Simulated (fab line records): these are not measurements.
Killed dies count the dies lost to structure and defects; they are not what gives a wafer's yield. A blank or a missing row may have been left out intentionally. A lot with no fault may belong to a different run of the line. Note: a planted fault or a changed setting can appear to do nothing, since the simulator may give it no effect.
The same fault as seen by 2 desks -- flow n5_finfet -- what lay behind the numbers comes last; until then each desk has only its own

## THE TOOL OWNER'S DESK: rie_si-01
The tool's own readings at N5_FIN_SAQP_ETCH_65 (etches SiO2 in CF4, target depth 4 nm, time 4.4 s): means of the sampled wafers that have a number, for each lot that ran on this tool. A lot is out of limits, marked OUT, if its mean lies more than 4 standard deviations from the usual mean; the brackets give that distance.
Columns: A = chamber_pressure_mTorr at N5_FIN_SAQP_ETCH_65, usual 10.000 mTorr; B = drypump_motor_current_A at N5_FIN_SAQP_ETCH_65, usual 5.6 A; C = oes_product_au at N5_FIN_SAQP_ETCH_65, usual 1.006 a.u.; D = throttle_valve_pct at N5_FIN_SAQP_ETCH_65, usual 21.68 %
lot,first seen here,A,B,C,D
L789,day 2 14:13,10.002,5.8,1.019,21.86
L799,day 5 00:16,10.006,5.6,1.005,21.68
L800,day 5 08:26,9.993,5.3,0.999,21.84
L802,day 5 18:22,10.007,5.8,1.018,21.85
Finding of this desk: none of the 4 lots has anything out of limits.

## METROLOGY DESK
Lot by lot, what the gauges showed, no matter which tool ran the lot: averages of those sampled wafers that carry a number. A lot is out of limits, marked OUT, if its mean lies more than 4 standard deviations from the usual mean; the brackets give that distance. Readings shown: 7 of its 11, picked as those furthest out on some lot.
Columns: A = cd_nm at N5_FIN_SAQP_CD_MEAS_27, usual 20.24 nm; B = IOFF_P at N5_BEOL_M4_RC_MEAS_101, usual 0.21 nA/um; C = ION_N at N5_BEOL_M4_RC_MEAS_101, usual 673 uA/um; D = ION_P at N5_BEOL_M4_RC_MEAS_101, usual 461 uA/um; E = SS_N at N5_BEOL_M4_RC_MEAS_101, usual 71.4 mV/dec; F = VT_N at N5_BEOL_M4_RC_MEAS_101, usual 250 mV; G = VT_P at N5_BEOL_M4_RC_MEAS_101, usual -250.9 mV
lot,first seen here,A,B,C,D,E,F,G
L787,day 2 01:55,20.18,0.25,682,471,71.3,247,-247.9
L789,day 2 14:04,19.89,0.24,684,471,71.2,249,-248.5
L799,day 5 00:07,20.02,0.17,658,454,71.4,252,-255.3
L800,day 5 08:17,20.66,0.21,670,462,71.4,251,-247.5
L802,day 5 18:12,20.37,0.17,665,452,71.3,255,-256.3
L803,day 6 00:34,20.17,0.16,659,451,70.6,256,-254.3
L808,day 7 06:43,20.20,0.18,655,456,71.3,253,-253.0
Finding of this desk: none of the 7 lots has anything out of limits.

## PUT TOGETHER
The tool owner's desk saw nothing out of limits.
From the metrology desk's view, nothing was out of limits.

## WHAT THE SIMULATOR PUT IN
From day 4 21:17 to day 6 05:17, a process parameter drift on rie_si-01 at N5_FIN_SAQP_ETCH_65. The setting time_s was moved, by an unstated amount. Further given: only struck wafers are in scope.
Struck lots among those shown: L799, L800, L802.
